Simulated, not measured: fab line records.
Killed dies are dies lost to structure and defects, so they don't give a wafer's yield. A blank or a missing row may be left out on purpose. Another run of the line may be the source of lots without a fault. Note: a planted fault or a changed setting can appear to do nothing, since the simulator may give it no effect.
Which tool is to blame? | flow n5Finfet | 33 wafers from 11 lots sampled at 4 of the route's 1938 steps

## WHAT EACH GAUGE READ, for each wafer
N5_PASSIVATION_OVL_MEAS_66. Usual: PASS_OPEN_OVL gives -1 nm (standard deviation 5.2).
lot  | measured     | on         | PASS_OPEN_OVL (nm) | flag
L766 | day 11 08:44 | overlay-01 | -2 -9 1            | 
L768 | day 12 11:26 | overlay-01 | -5 -5 -3           | 
L769 | day 12 10:53 | overlay-02 | -2 -2 -6           | 
L771 | day 13 13:07 | overlay-01 | -7 -6 -11          | 
L772 | day 13 13:41 | overlay-02 | -4 -1 -7           | 
L780 | day 15 23:47 | overlay-02 | 5 -1 0             | 
L783 | day 16 19:41 | overlay-02 | -2 -7 0            | 
L784 | day 16 23:43 | overlay-01 | 3 9 3              | 
L786 | day 17 22:13 | overlay-02 | -12 -5 1           | 
L789 | day 17 21:52 | overlay-01 | -6 -10 0           | 
L788 | day 18 02:56 | overlay-01 | 4 0 8              | 

## TOOL THAT RAN EACH LOT (tool first, then ch and the chambers of the sampled wafers, then the start)
lot  | N5_BEOL_M2_ECD_50             | N5_MIM_TOP_LITHO_DESCUM_10        | N5_PASSIVATION_PECVD_55
L766 | ecdCu-01 ch 0,1, day 6 14:25  | rieDiel-04 ch 1,2, day 11 02:09   | pecvd-01 ch 0,1,2, day 11 04:01
L768 | ecdCu-01 ch 0,1, day 7 08:49  | rieDiel-04 ch 1,3, day 12 05:28   | pecvd-01 ch 0,1,2, day 12 07:13
L769 | ecdCu-01 ch 0,1, day 7 10:09  | rieDiel-05 ch 0,1, day 12 05:16   | pecvd-03 ch 0,2, day 12 07:01
L771 | ecdCu-01 ch 0,1, day 8 04:40  | rieDiel-05 ch 0,1,3, day 13 06:47 | pecvd-02 ch 1,2, day 13 08:35
L772 | ecdCu-01 ch 0,1, day 8 06:35  | rieDiel-04 ch 1,3, day 13 06:30   | pecvd-02 ch 1,2, day 13 08:16
L780 | ecdCu-02 ch 0,1, day 10 08:22 | rieDiel-04 ch 2,3, day 15 13:32   | pecvd-03 ch 0,1,2, day 15 15:22
L783 | ecdCu-02 ch 0,1, day 11 11:19 | rieDiel-04 ch 0,2, day 16 12:57   | pecvd-01 ch 0,1,2, day 16 14:44
L784 | ecdCu-02 ch 0,1, day 11 17:05 | rieDiel-04 ch 0,1,3, day 16 17:32 | pecvd-02 ch 0,1,2, day 16 19:26
L786 | ecdCu-02 ch 0,1, day 11 22:53 | rieDiel-04 ch 1,2, day 17 10:42   | pecvd-03 ch 0,1,2, day 17 12:58
L789 | ecdCu-01 ch 0,1, day 12 11:50 | rieDiel-03 ch 1,2, day 17 10:48   | pecvd-02 ch 0,1, day 17 13:01
L788 | ecdCu-01 ch 0,1, day 12 21:29 | rieDiel-03 ch 0,1, day 17 19:02   | pecvd-03 ch 0,1,2, day 17 21:15
- N5_BEOL_M2_ECD_50: material Cu, target thk 300 nm.
- N5_MIM_TOP_LITHO_DESCUM_10: chemistry O2, time 7.9 s.
- N5_PASSIVATION_PECVD_55: deposits SiO2 from SiH4/N2O, target thk 400 nm, time 22.5 s.

## AS READ BY THE TOOLS THEMSELVES (means over the sampled wafers that have a number; for cases with no such wafer, the mark the record gives instead)
N5_MIM_TOP_LITHO_DESCUM_10. Usual: chamberPressureMTorr 19.999 mTorr, standard deviation 0.016; drypumpMotorCurrentA 6.0 A, standard deviation 0.35; oesProductAu 0.80 a.u., standard deviation 0.096; rfVppV 243.2 V, standard deviation 1.3; showerheadPlenumPTorr 2.10 Torr, standard deviation 0.064; throttleValvePct 20.48 %, standard deviation 0.25.
lot  | tool       | chamberPressureMTorr (mTorr) | drypumpMotorCurrentA (A) | oesProductAu (a.u.) | rfVppV (V) | showerheadPlenumPTorr (Torr) | throttleValvePct (%) | flag
L766 | rieDiel-04 | 20.016                       | 6.3                      | 0.89                | 243.6      | 2.12                         | 20.52                | 
L768 | rieDiel-04 | 19.989                       | 6.3                      | 0.79                | 243.0      | 2.09                         | 20.63                | 
L769 | rieDiel-05 | 19.997                       | 5.6                      | 0.78                | 244.9      | 2.19                         | 20.27                | 
L771 | rieDiel-05 | 19.994                       | 5.7                      | 0.76                | 243.8      | 2.13                         | 20.39                | 
L772 | rieDiel-04 | 20.004                       | 6.4                      | 0.84                | 243.9      | 2.11                         | 20.53                | 
L780 | rieDiel-04 | 20.005                       | 6.2                      | 0.70                | 241.8      | 2.05                         | 20.80                | 
L783 | rieDiel-04 | 19.991                       | 6.1                      | 0.76                | 243.6      | 2.08                         | 20.68                | 
L784 | rieDiel-04 | 19.987                       | 6.3                      | 0.82                | 243.6      | 2.11                         | 20.52                | 
L786 | rieDiel-04 | 19.994                       | 6.2                      | 0.74                | 242.5      | 2.08                         | 20.74                | 
L789 | rieDiel-03 | 20.003                       | 5.6                      | 0.75                | 243.1      | 2.12                         | 20.22                | 
L788 | rieDiel-03 | 20.013                       | 5.5                      | 0.73                | 242.1      | 2.02                         | 20.24                | 

N5_PASSIVATION_PECVD_55. Usual: heaterPowerW 619 W, standard deviation 52; showerheadPlenumPTorr 8.14 Torr, standard deviation 0.1; throttleValvePct 52 %, standard deviation 3.7.
lot  | tool     | heaterPowerW (W) | showerheadPlenumPTorr (Torr) | throttleValvePct (%) | flag
L766 | pecvd-01 | 614              | 8.20                         | 54                   | 
L768 | pecvd-01 | 620              | 8.21                         | 53                   | 
L769 | pecvd-03 | 644              | 8.07                         | 46                   | 
L771 | pecvd-02 | 586              | 8.18                         | 56                   | 
L772 | pecvd-02 | 532              | 8.16                         | 56                   | 
L780 | pecvd-03 | 657              | 8.14                         | 49                   | 
L783 | pecvd-01 | 616              | 8.21                         | 54                   | 
L784 | pecvd-02 | 607              | 8.09                         | 55                   | 
L786 | pecvd-03 | 652              | 8.14                         | 49                   | 
L789 | pecvd-02 | 605              | 8.08                         | 56                   | 
L788 | pecvd-03 | 655              | 8.13                         | 49                   | 

## THE ANSWER, worked out from the rows above alone
Rule: take the mean of a lot's wafers that have a number; if it is more than 3 standard deviations from the usual mean, the lot is off. Also off: a lot with no number at a reading for which 4 or more lots have one. Any other lot the step has rows for is counted as sound. The gauges are gone through in route order, then the tools' own readings, and for those a lot's mean is taken as printed above. The first step at which some lot is off is used, and at that step the reading that is off furthest; a lot without a number counts as furthest.
Across all readings shown, no lot is off: no conclusion can be drawn from this.

## WHAT THE SIMULATOR HAD INSERTED
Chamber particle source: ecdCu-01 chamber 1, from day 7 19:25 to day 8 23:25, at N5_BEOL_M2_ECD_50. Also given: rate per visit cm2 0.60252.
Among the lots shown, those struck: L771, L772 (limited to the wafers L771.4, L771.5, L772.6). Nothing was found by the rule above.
